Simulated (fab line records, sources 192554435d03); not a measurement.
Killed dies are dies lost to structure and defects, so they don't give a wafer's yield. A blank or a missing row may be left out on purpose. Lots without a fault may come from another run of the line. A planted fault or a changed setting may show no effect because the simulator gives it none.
A struck lot beside a sound one | flow n5_finfet | 15 steps out of a route of 1938
Sound: wafers L824.2, L824.3, L824.4. Struck: wafers L815.1, L815.3, L815.4. The cause comes at the end.
At each step with rows: each side's tool, then ch and its chambers, then its first start. Under that, the readings that differ: sound wafers | struck wafers | difference of the means | sigmas: that difference in standard deviations of wafers without a fault.
alike: readings whose means differ by less than 2 such deviations, and words and numbers that are the same on both sides. not compared: withheld readings, readings that some wafer has no value for, bounds like >300 that may hide the same value, and numbers for which the record gives no deviation and whose values overlap.
The two part at a step that has a row with sigmas, a row that says differs or no value, or rows on one side only. Numbers that don't overlap but have no deviation are shown without sigmas and don't part them. A reading that every wafer of one side lacks parts them only if that side has two wafers or more.

first, 4 steps without rows for these wafers: N5_BEOL_M14_EXPOSE_07 (exposes mask V13); N5_BEOL_M14_PEB_08 (peb time 90 s); N5_BEOL_M14_DEVELOP_09 (develop time 45 s); N5_BEOL_M14_HARDBAKE_14 (time 120 s).
N5_BEOL_M14_CD_MEAS_10: target cd 250 nm.
  sound on cd_sem-02 ch 0, day 16 03:20; struck on cd_sem-03 ch 0, day 13 10:59
  alike: cd_nm
N5_BEOL_M14_OVL_MEAS_11:
  sound on overlay-01 ch 0, day 16 03:22; struck on overlay-02 ch 0, day 13 11:01
  alike: V13_OVL
N5_BEOL_M14_INSPECT_12: inspects for defects (macro).
  sound on defect_inspect-02, day 16 03:23; struck on defect_inspect-01, day 13 11:02
  alike: raw_defect_count
N5_BEOL_M14_DESCUM_15: chemistry O2, time 7.9 s.
  sound on rie_diel-02 ch 0,2, day 16 03:42; struck on rie_diel-04 ch 1,2,3, day 13 11:07
  alike: drypump_motor_current_A, oes_product_au, rf_fwd_power_W, rf_vpp_V, showerhead_plenum_p_Torr, throttle_valve_pct
  not compared: rf_hours_counter_h
N5_BEOL_M14_ETCH_59: etches BARC in N2/H2, target depth 89 nm, overetch 26.7 nm, time 67.9 s.
  sound on rie_diel-02 ch 0,2, day 16 03:44; struck on rie_diel-04 ch 1,2,3, day 13 11:09
  reading            | sound             | struck            | difference | sigmas
  rf_fwd_power_W (W) | 830.7 826.4 831.6 | 832.6 834.7 840.4 | +6.3       | +2
  alike: drypump_motor_current_A, n2_flow_sccm, oes_product_au, rf_vpp_V, showerhead_plenum_p_Torr, throttle_valve_pct
  not compared: rf_hours_counter_h
N5_BEOL_M14_VIA_ETCH_16: etches SiO2 in C4F8/O2/Ar, target depth 1231.3 nm.
  sound on rie_diel-02 ch 0,2, day 16 03:47; struck on rie_diel-04 ch 1,2,3, day 13 11:13
  alike: drypump_motor_current_A, he_inner_torr, he_outer_torr, oes_product_au, rf_fwd_power_W, rf_vpp_V, showerhead_plenum_p_Torr, throttle_valve_pct
N5_BEOL_M14_STRIP_63: strips in O2.
  sound on rie_diel-02 ch 0,2; struck on rie_diel-04 ch 1,2,3
  alike: chamber_pressure_mTorr, drypump_motor_current_A, oes_product_au, rf_vpp_V, showerhead_plenum_p_Torr, throttle_valve_pct
  not compared: rf_hours_counter_h
N5_BEOL_M14_STRIP_64: strips in O2.
  sound on rie_diel-02 ch 0,2; struck on rie_diel-04 ch 1,2,3
  alike: chamber_pressure_mTorr, drypump_motor_current_A, oes_product_au, rf_vpp_V, showerhead_plenum_p_Torr, throttle_valve_pct
  not compared: rf_hours_counter_h
N5_BEOL_M14_STRIP_71: strips in post etch residue remover, time 60 s.
  sound on wet_bench-06 ch 0,4,7, day 16 04:04; struck on wet_bench-01 ch 2,3,6, day 13 11:29
  no value came back on the struck wafers for run_length_s (s), temp_c (C), time_s (s); on the sound wafers run_length_s (s) reads 72 72 72
then, 2 steps without rows for these wafers: N5_BEOL_M14_SRD_72 (time 30 s, dry time 30 s); N5_PASSIVATION_PROBE_49.

WHERE THEY PART
First at N5_BEOL_M14_ETCH_59; last, within this record, at N5_BEOL_M14_STRIP_71.

WHY: what the simulator had put in
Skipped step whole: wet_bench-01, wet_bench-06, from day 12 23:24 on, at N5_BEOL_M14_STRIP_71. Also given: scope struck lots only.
